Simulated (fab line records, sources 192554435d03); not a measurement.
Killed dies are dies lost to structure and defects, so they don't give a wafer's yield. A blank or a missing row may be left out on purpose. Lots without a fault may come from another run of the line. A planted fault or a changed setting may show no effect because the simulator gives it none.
A struck lot beside a sound one | flow n5_finfet | 14 steps out of a route of 1938
Sound: wafers L807.1, L807.3, L807.4. Struck: wafer L820.3. (L820.5 of the same lot was not struck and is left out.) The cause comes at the end.
At each step with rows: each side's tool, then ch and its chambers, then its first start. Under that, the readings that differ: sound wafers | struck wafers | difference of the means | sigmas: that difference in standard deviations of wafers without a fault.
alike: readings whose means differ by less than 2 such deviations, and words and numbers that are the same on both sides. not compared: withheld readings, readings that some wafer has no value for, bounds like >300 that may hide the same value, and numbers for which the record gives no deviation and whose values overlap.
The two part at a step that has a row with sigmas, a row that says differs or no value, or rows on one side only. Numbers that don't overlap but have no deviation are shown without sigmas and don't part them. A reading that every wafer of one side lacks parts them only if that side has two wafers or more.

N5_HKMG_FIN_INSPECT_28: inspects for defects (darkfield).
  sound on defect_inspect-01, day 5 23:50; struck on defect_inspect-01, day 8 18:45
  alike: raw_defect_count
then, 1 step without rows for these wafers: N5_GATE_CUT_ETCHBACK_00 (etches W in SF6/Cl2).
N5_GATE_CUT_ETCH_56: etches TiN in Cl2/Ar, target depth 21.6 nm.
  sound on rie_metal-01 ch 0,1, day 6 00:00; struck on rie_metal-01 ch 1, day 8 18:56
  alike: drypump_motor_current_A, mfc_ar_sccm, oes_product_au, throttle_valve_pct
  not compared: rf_hours_counter_h
N5_GATE_CUT_ETCHBACK_30: etches TiN in Cl2/Ar, target depth 3 nm.
  sound on rie_metal-01 ch 0,1, day 6 00:05; struck on rie_metal-01 ch 1, day 8 19:00
  alike: drypump_motor_current_A, mfc_ar_sccm, oes_product_au, throttle_valve_pct
  not compared: rf_hours_counter_h
N5_GATE_CUT_VAPOR_ETCH_60: etches HfO2 in BCl3/Cl2.
  sound on rie_metal-01 ch 0,1, day 6 00:07; struck on rie_metal-01 ch 1, day 8 19:02
  alike: drypump_motor_current_A, oes_product_au
N5_GATE_CUT_ETCH_58: etches SiNx in CH3F/O2, target depth 17 nm, time 128.6 s.
  sound on rie_diel-05 ch 1,2,3, day 6 00:10; struck on rie_diel-05 ch 0, day 8 19:13
  reading                | sound     | struck | difference | sigmas
  rf_hours_counter_h (h) | 109 41 83 | 222    | +144       |
  alike: drypump_motor_current_A, mfc_ar_sccm, oes_product_au, rf_vpp_V, showerhead_plenum_p_Torr, throttle_valve_pct
then, 3 steps without rows for these wafers: N5_GATE_CUT_STRIP_59 (strips in N2/H2, time 20 s); N5_GATE_CUT_PRECLEAN_31 (cleans in DIW, time 300 s); N5_GATE_CUT_SRD_32 (time 30 s).
N5_GATE_CUT_SAC_CAP_01: material SiNx, target thk 24 nm, pulse time 1 s, ald cycles 480.
  sound on ald_sin-03 ch 0,2,3, day 6 00:29; struck on ald_sin-03 ch 3, day 8 19:59
  alike: heater_power_w, precursor_pulse_height_rel
then, 1 step without rows for these wafers: N5_GATE_CUT_PECVD_57 (deposits SiNx from SiH4/NH3/N2, target thk 21 nm).
N5_GATE_CUT_CMP_02: polishes, stops on SiO2, t overpolish 12.7 s, target thk 0 nm.
  sound on cmp-02 ch 0,2,3, day 6 02:48; struck on cmp-02 ch 1, day 8 22:15
  reading                | sound          | struck | difference | sigmas
  pad_life_wafers        | 1539 1538 1537 | 18     | -1520      | -3
  time_to_endpoint_s (s) | 24.6 27.2 26.1 | 16.3   | -9.7       | -5
  alike: motor_current_A, overpolish_run_s, retaining_ring_pressure_frac
-- the record jumps here: 4 days lie between the struck wafers' starts before and after (it left off in module GATE_CUT and takes up again in module BEOL_M4, whose first step shown is number 1111 of the route) --
N5_BEOL_M4_RC_MEAS_101:
  sound on prober-02 ch 0, day 9 14:12; struck on prober-02 ch 0, day 12 18:53
  alike: DIBL_N, DIBL_P, IOFF_N, IOFF_P, ION_N, ION_P, SS_N, SS_P, VT_N, VT_P
N5_PASSIVATION_PROBE_49:
  the record has rows for the sound wafers here (prober-01, day 14 03:42) and none for the struck ones

WHERE THEY PART
First at N5_GATE_CUT_CMP_02; last, within this record, at N5_PASSIVATION_PROBE_49.

WHY: what the simulator had put in
Process parameter drift: cmp-02, from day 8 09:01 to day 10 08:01, at N5_GATE_CUT_CMP_02. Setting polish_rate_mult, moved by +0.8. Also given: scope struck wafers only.
